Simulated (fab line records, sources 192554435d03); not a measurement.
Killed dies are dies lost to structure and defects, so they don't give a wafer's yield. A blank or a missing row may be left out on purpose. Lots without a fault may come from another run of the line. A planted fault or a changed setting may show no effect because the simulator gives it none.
fab line records | flow n5_finfet | part 2 of 2: steps 5 to 6 of 6
record lots=23 wafers=69 last_day=18
route steps=1938 shown BEOL_M10@1535 BEOL_M11@1553
lots that met no fault: from a run of the same line without faults
start_h: hours from the record's first day to the start of the lot's first wafer shown | wait_h: hours since the lot's step before | " the same as in the row above | L1.1+2: a row that stands for several wafers | - no value, or no start given | * or withheld: withheld | < > ~ a bound
route shown NAME@n: a module of which the file shows steps, and the number in the route of the first | usual: mean/standard deviation of fault-free wafers | same: alike in all rows | chamber/n: place in a boat | sites: the reading at each site | _std_site: their standard deviation | _edge_site: outer sites' mean less inner sites' | radius_mm: how far each site lies from the wafer's centre | mask NAME#n: copy n | behind: the tool/chamber that last shaped the wafer | hold: why the lot was held/for how many hours/how that ended | device: the transistor (n, p or np) that didn't switch | end of line: the same wafers' tests at the end of the route | a step without rows: its recipe alone | killed: dies lost to structure and defects at the first sort, not the wafer's yield | map: a wafer's dies, x killed, . not, _ none there
set.NAME: the setting as run; set.NAME@STEP: as run at that earlier step | model.NAME: the simulator's own value behind a step, which no gauge read
steps of the route over a sample of lots; a table a step, a row a wafer
services: from which hour (start_h, from the record's first day; less than 0 if before it) a tool's chamber was out of use, for how many hours, and why
## steps
# step N5_BEOL_M11_OVL_MEAS_29
# recipe points_per_wafer=44
# usual V10_OVL=0.4/0.58
# columns lot.wafer tool chamber start_h wait_h V10_OVL[nm]
L074.2 overlay-01 0 231.73 0.0 1.3
L074.3 " 0 " " 1.2
L074.4 " 0 " " 1.7
L075.1 overlay-02 0 231.77 0.0 0.9
L075.4 " 0 " " 0.1
L075.6 " 0 " " -0.3
L076.2 overlay-01 0 238.46 0.0 0.0
L076.3 " 0 " " 0.9
L076.5 " 0 " " 0.6
L078.2 overlay-02 0 263.78 0.0 1.1
L078.5 " 0 " " 0.4
L078.6 " 0 " " 0.2
L079.2 overlay-01 0 265.32 0.0 0.1
L079.4 " 0 " " 1.1
L079.6 " 0 " " 0.9
L081.3 overlay-01 0 270.42 0.0 0.3
L081.5 " 0 " " 0.9
L081.6 " 0 " " 0.9
L082.1 overlay-01 0 279.84 0.0 0.5
L082.2 " 0 " " 0.7
L082.3 " 0 " " 1.5
L080.4 overlay-01 0 287.21 0.0 0.5
L080.5 " 0 " " 0.5
L080.6 " 0 " " 0.5
L083.1 overlay-01 0 290.19 0.0 0.3
L083.3 " 0 " " -0.1
L083.4 " 0 " " -0.2
L086.1 overlay-02 0 298.94 0.0 0.3
L086.2 " 0 " " 0.6
L086.4 " 0 " " -0.6
L085.2 overlay-02 0 299.10 0.0 0.6
L085.4 " 0 " " 0.3
L085.6 " 0 " " -0.1
L084.3 overlay-01 0 301.53 0.0 0.0
L084.4 " 0 " " -0.2
L084.6 " 0 " " 0.7
L087.1 overlay-02 0 307.49 0.0 0.3
L087.3 " 0 " " -0.9
L087.6 " 0 " " -0.3
L088.2 overlay-02 0 307.66 0.0 1.1
L088.3 " 0 " " 1.7
L088.6 " 0 " " 1.3
L089.1 overlay-01 0 319.30 0.0 -0.6
L089.2 " 0 " " -0.3
L089.3 " 0 " " 0.8
L090.1 overlay-01 0 319.60 0.0 0.5
L090.2 " 0 " " 0.7
L090.3 " 0 " " -0.6
L092.4 overlay-01 0 329.60 0.0 0.7
L092.5 " 0 " " 1.3
L092.6 " 0 " " 1.4
L091.1 overlay-02 0 340.41 0.0 0.4
L091.2 " 0 " " 1.2
L091.6 " 0 " " 1.2
L093.1 overlay-02 0 340.58 0.0 0.5
L093.5 " 0 " " 0.3
L093.6 " 0 " " -0.1
L094.3 overlay-01 0 348.05 0.0 0.5
L094.4 " 0 " " 0.9
L094.6 " 0 " " 0.1
L095.2 overlay-01 0 354.98 0.0 -0.4
L095.3 " 0 " " 0.3
L095.6 " 0 " " -0.3
L096.1 overlay-01 0 364.58 0.0 0.4
L096.4 " 0 " " -0.4
L096.6 " 0 " " 0.2
L097.1 overlay-02 0 385.58 0.0 -0.7
L097.2 " 0 " " -0.1
L097.4 " 0 " " 0.1
# step N5_BEOL_M11_STRIP_36
# recipe chemistry=N2/H2 power_w=450 temp_c=40 pressure_mtorr=20 rf_frequency_hz=6e+07 overash_fraction=0.3 bias_power_w=7 h2_frac=0.5 n2_flow_sccm=200 h2_flow_sccm=200
# usual chamber_pressure_mTorr=20.00/0.038 drypump_motor_current_A=5.7/0.31 oes_product_au=0.79/0.088 rf_vpp_V=59.2/1.8 showerhead_plenum_p_Torr=2.57/0.052 temp_c=40.02/0.12 throttle_valve_pct=23.72/0.3
# same overash_fraction=0.3
# columns lot.wafer tool chamber start_h wait_h chamber_pressure_mTorr drypump_motor_current_A oes_product_au rf_hours_counter_h rf_vpp_V showerhead_plenum_p_Torr temp_c throttle_valve_pct
L074.2 rie_diel-01 3 232.06 0.0 20.00 5.7 0.73 215 56.2 2.62 40.11 23.38
L074.3 " 0 " " 19.98 6.1 0.85 31 61.7 2.60 39.91 24.02
L074.4 " 2 " " 20.00 5.3 0.66 248 59.2 2.50 40.19 23.56
L075.1 rie_diel-06 1 232.10 0.0 20.04 5.3 0.94 13 56.4 2.59 40.08 22.97
L075.4 " 3 " " 20.00 5.3 0.82 95 57.6 2.47 40.17 23.96
L075.6 " 3 " " 20.07 5.3 0.82 - 61.0 2.47 40.06 23.93
L076.2 rie_diel-05 1 238.79 0.0 20.02 5.3 0.78 104 56.5 2.57 40.10 23.65
L076.3 " 0 " " 19.98 6.1 0.74 183 61.7 2.63 39.93 23.71
L076.5 " 3 " " 20.00 5.6 0.68 - 58.5 2.49 40.05 23.51
L078.2 rie_diel-01 0 264.25 0.0 19.98 6.1 0.84 44 58.4 2.60 39.97 24.04
L078.5 " 1 " " 20.00 5.9 0.98 - 59.7 2.61 39.91 24.02
L078.6 " 3 " " 19.99 5.7 0.73 - 60.0 2.61 40.08 23.44
L079.2 rie_diel-01 3 265.83 0.0 20.01 5.8 0.71 229 57.9 2.61 39.79 23.40
L079.4 " 0 " " 19.96 6.1 0.83 - 60.0 2.60 39.91 24.01
L079.6 " 1 " " 20.02 5.9 0.97 - 59.7 2.61 40.06 24.04
L081.3 rie_diel-01 0 270.75 0.0 20.04 6.1 0.81 47 60.3 2.60 39.94 24.05
L081.5 " 1 " " 19.97 5.9 0.95 - 60.1 2.61 39.99 24.03
L081.6 " 3 " " 19.96 5.7 0.71 - 62.7 2.61 39.90 23.42
L082.1 rie_diel-05 2 280.17 0.0 20.01 5.6 0.80 81 56.3 2.58 39.91 23.99
L082.2 " 1 " " 20.01 5.3 0.78 116 60.4 2.57 39.84 23.63
L082.3 " 3 " " 19.98 5.5 0.67 243 61.3 2.48 40.11 23.52
L080.4 rie_diel-05 0 287.54 0.0 20.02 6.0 0.72 196 54.1 2.63 40.00 23.72
L080.5 " 0 " " 19.99 6.0 0.72 - 59.5 2.63 40.13 23.72
L080.6 " 1 " " 19.99 5.3 0.77 - 59.4 2.57 39.96 23.64
L083.1 rie_diel-05 1 290.51 0.0 20.07 5.3 0.77 119 61.4 2.57 39.92 23.68
L083.3 " 3 " " 20.05 5.6 0.67 247 58.9 2.48 39.98 23.51
L083.4 " 2 " " 19.99 5.5 0.80 85 60.5 2.58 39.99 23.99
L086.1 rie_diel-01 1 299.30 0.0 20.01 5.9 0.93 16 60.9 2.61 39.92 24.02
L086.2 " 0 " " 20.05 6.1 0.81 57 58.4 2.59 40.07 24.10
L086.4 " 3 " " 20.01 5.8 0.71 239 61.9 2.61 40.25 23.41
L085.2 rie_diel-06 3 299.55 0.0 20.05 5.3 0.80 113 58.2 2.46 40.03 23.98
L085.4 " 1 " " 19.97 5.3 0.89 31 56.9 2.58 39.93 23.02
L085.6 " 1 " " 20.01 5.3 0.89 - 59.0 2.58 40.06 22.96
L084.3 rie_diel-01 3 301.88 0.0 20.00 5.8 0.71 240 57.7 2.61 39.99 23.48
L084.4 " 1 " " 20.02 6.0 0.92 16 59.4 2.61 39.85 24.04
L084.6 " 3 " " 20.00 5.8 0.72 - 57.3 2.61 39.89 23.42
L087.1 rie_diel-06 0 307.82 0.0 20.06 5.8 0.69 212 59.2 2.62 40.08 23.91
L087.3 " 1 " " 20.01 5.3 0.87 33 59.9 2.58 39.76 23.02
L087.6 " 2 " " 20.11 5.6 0.69 - 60.2 2.51 39.96 23.66
L088.2 rie_diel-01 0 307.99 0.0 20.04 6.1 0.82 60 59.7 2.59 40.07 24.05
L088.3 " 2 " " 20.01 5.3 0.95 10 61.1 2.49 39.89 23.48
L088.6 " 3 " " 20.00 5.7 0.70 - 57.7 2.61 40.23 23.43
L089.1 rie_diel-06 1 319.63 0.0 19.96 5.3 0.88 36 59.1 2.58 40.09 23.02
L089.2 " 3 " " 20.00 5.3 0.79 119 61.6 2.46 40.02 24.00
L089.3 " 0 " " 20.07 5.8 0.68 216 60.3 2.62 40.15 23.89
L090.1 rie_diel-05 0 319.93 0.0 20.07 6.0 0.72 209 58.6 2.62 40.01 23.73
L090.2 " 2 " " 20.07 5.6 0.81 95 56.5 2.57 40.26 24.00
L090.3 " 3 " " 19.97 5.6 0.97 2 60.1 2.48 40.00 23.23
L092.4 rie_diel-05 2 329.92 0.0 19.97 5.6 0.80 99 59.1 2.57 39.99 24.04
L092.5 " 1 " " 20.01 5.3 0.75 - 58.0 2.56 39.98 23.66
L092.6 " 2 " " 20.06 5.6 0.78 - 59.1 2.57 39.75 23.99
L091.1 rie_diel-01 2 341.05 0.0 19.96 5.3 0.92 24 60.7 2.49 40.16 23.50
L091.2 " 0 " " 19.98 6.1 0.80 72 59.7 2.58 40.16 24.10
L091.6 " 1 " " 19.98 6.0 0.89 - 59.6 2.60 40.05 24.03
L093.1 rie_diel-01 2 341.52 0.0 19.97 5.3 0.90 25 58.8 2.48 40.20 23.53
L093.5 " 2 " " 19.93 5.2 0.90 - 57.5 2.48 40.00 23.51
L093.6 " 0 " " 20.05 6.1 0.79 - 60.1 2.58 40.04 24.08
L094.3 rie_diel-05 1 348.52 0.0 20.01 5.3 0.74 142 57.5 2.56 40.14 23.66
L094.4 " 3 " " 20.06 5.6 0.92 14 58.0 2.47 40.03 23.16
L094.6 " 0 " " 20.04 6.0 0.72 - 58.4 2.62 40.20 23.77
L095.2 rie_diel-05 3 355.31 0.0 19.95 5.6 0.91 15 57.5 2.47 39.93 23.21
L095.3 " 1 " " 19.98 5.3 0.75 144 58.4 2.56 40.09 23.62
L095.6 " 1 " " 19.99 5.3 0.75 - 60.7 2.56 40.13 23.67
L096.1 rie_diel-01 2 365.07 0.0 20.02 5.3 0.88 34 59.0 2.48 39.91 23.52
L096.4 " 3 " " 20.00 5.8 0.98 4 58.1 2.60 40.17 23.13
L096.6 " 1 " " 19.99 6.0 0.88 - 60.1 2.60 40.22 24.05
L097.1 rie_diel-05 3 386.03 0.0 20.02 5.6 0.90 24 58.8 2.47 40.00 23.21
L097.2 " 2 " " 19.99 5.6 0.78 118 64.4 2.57 40.11 24.05
L097.4 " 0 " " 19.99 6.0 0.71 230 61.7 2.61 39.98 23.76
## services
# columns tool chamber start_h hours kind
rie_diel-01 1 239.29 - clean
rie_diel-01 1 239.29 - consumable_replace:focus_ring
rie_diel-01 1 239.29 17.8 scheduled_down
rie_diel-01 1 239.29 17.8 vent_cycle
rie_diel-01 2 257.19 - clean
rie_diel-01 2 257.19 - consumable_replace:focus_ring
rie_diel-01 2 257.19 19.0 scheduled_down
rie_diel-01 2 257.19 19.0 vent_cycle
rie_diel-06 0 274.36 3.1 repair
rie_diel-06 3 294.02 4.3 repair
rie_diel-05 3 300.48 - clean
rie_diel-05 3 300.48 - consumable_replace:focus_ring
rie_diel-05 3 300.48 12.2 scheduled_down
rie_diel-05 3 300.48 12.2 vent_cycle
rie_diel-01 3 329.15 - clean
rie_diel-01 3 329.15 - consumable_replace:focus_ring
rie_diel-01 3 329.15 21.2 scheduled_down
rie_diel-01 3 329.15 21.2 vent_cycle
rie_diel-06 - 331.77 14.6 pm
